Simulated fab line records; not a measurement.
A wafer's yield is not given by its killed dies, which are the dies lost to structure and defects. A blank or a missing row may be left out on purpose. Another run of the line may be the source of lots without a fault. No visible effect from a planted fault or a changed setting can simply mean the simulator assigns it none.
8D (eight disciplines) problem report, filled in by code + flow n5 finfet + the parts of the form that need people (team, actions taken, sign-off) are left out

1. THE ISSUE
Mean of raw defect count at N5_BEOL_M5_INSPECT_30: 1796 across 6 wafers in 2 lots; on wafers with no fault it is 428 (standard deviation 90). Relative to the usual mean, that is a shift of +15 standard deviations.
The step: inspects for defects (brightfield).
The first sign was on wafer L697.1 at day 9 09:35, on defect inspect-02. The record holds 27 wafers of 11 lots with a number at this step. Rule for "out" (also "out of limits"): further than 4 standard deviations from the usual mean. Any other wafer with a number is counted as sound.

2. WHAT IT IS, WHAT IT ISN'T
| question                    | is                     | is not                                                                                            |
|-----------------------------|------------------------|---------------------------------------------------------------------------------------------------|
| which readings at this step | raw defect count       | -                                                                                                 |
| which lots                  | L697, L700             | L693, L694, L695, L710, L711, L712, L713, L714, L715                                              |
| which wafers of those lots  | all that have a number | -                                                                                                 |
| read on which gauges        | defect inspect-02      | defect inspect-01                                                                                 |
| when                        | from day 9 09:35       | up to then (6 sound wafers); but 15 sound wafers of L710, L711, L712, L713, L714, L715 came after |

3. THE SUSPECTS, EACH WITH WHAT RULES IT OUT
Counting: a tool stays on the suspect list if, at a process step up to the reading, it processed all lots that are out and no sound lot following the first of them.
- the gauge at N5_BEOL_M5_INSPECT_30 has been ruled out. All the wafers that are out were read on defect inspect-02, but those of them that N5_PASSIVATION_PROBE_49 has rows for are out there too, on other tools.
- rie diel-01 at N5_BEOL_M5_ETCH_72 (etches underlayer in N2/H2, target depth 6.5 nm, time 5.2 s): ruled out as a lasting fault. After its first lot that is out, L697 (day 9 08:44), sound lots L711, L713, L715 ran on it.
- rie diel-01 at N5_BEOL_M5_STRIP_64 (strips in CF4): ruled out as a lasting fault. After its first lot that is out, L697 (day 9 08:55), sound lots L711, L713, L715 ran on it.
Left after counting: nothing in the record.

4. THE CAUSE (what the simulator had put in)
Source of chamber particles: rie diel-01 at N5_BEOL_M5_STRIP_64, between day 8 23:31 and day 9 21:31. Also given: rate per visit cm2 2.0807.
Counting ruled it out, wrongly: the rule takes a fault to strike every lot that its tool runs from its start on, and this one did not.

5. THE CHAIN OF EFFECTS, in route order
One row per reading whose mean, taken over the struck wafers that have a number, lies over 3 standard deviations from the usual. Readings are gone through only where the record gives a usual standard deviation; hours: the median, over the lots, of the time from a lot's start at the first step in this table giving one to that lot's start at this step; sigmas: the change measured in usual standard deviations.
| hours | step                    | reading              | usual  | on struck wafers | change | sigmas |
|-------|-------------------------|----------------------|--------|------------------|--------|--------|
| 0     | N5_BEOL_M5_INSPECT_30   | raw defect count     | 428    | 1796             | +1368  | +15    |
| 91    | N5_PASSIVATION_PROBE_49 | defect limited yield | 91.3 % | 84.4             | -6.9   | -4.6   |
| 91    | N5_PASSIVATION_PROBE_49 | killed_at_M4_up      | 15     | 105              | +90    | +17    |
| 91    | N5_PASSIVATION_PROBE_49 | killed dies          | 103    | 184              | +81    | +4.5   |
| 91    | N5_PASSIVATION_PROBE_49 | sort_bin_5_function  | 5.1 %  | 9.2              | +4.1   | +4.2   |
| 91    | N5_PASSIVATION_PROBE_49 | sort n pass          | 1077   | 996              | -81    | -4.5   |
| 91    | N5_PASSIVATION_PROBE_49 | sort yield pct       | 91.3 % | 84.4             | -6.9   | -4.6   |
Process steps it contains:
- N5_PASSIVATION_PROBE_49

6. WHAT WOULD HAVE CAUGHT IT SOONER
10 hours passed between the start of the fault at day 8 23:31 and the first reading out of limits at a measuring or inspecting step in this record, taken at day 9 09:35.
Tool readings at N5_BEOL_M5_STRIP_64 with a usual standard deviation given in the record: none out on any struck wafer, hence no alarm at a limit of 4 standard deviations on them.
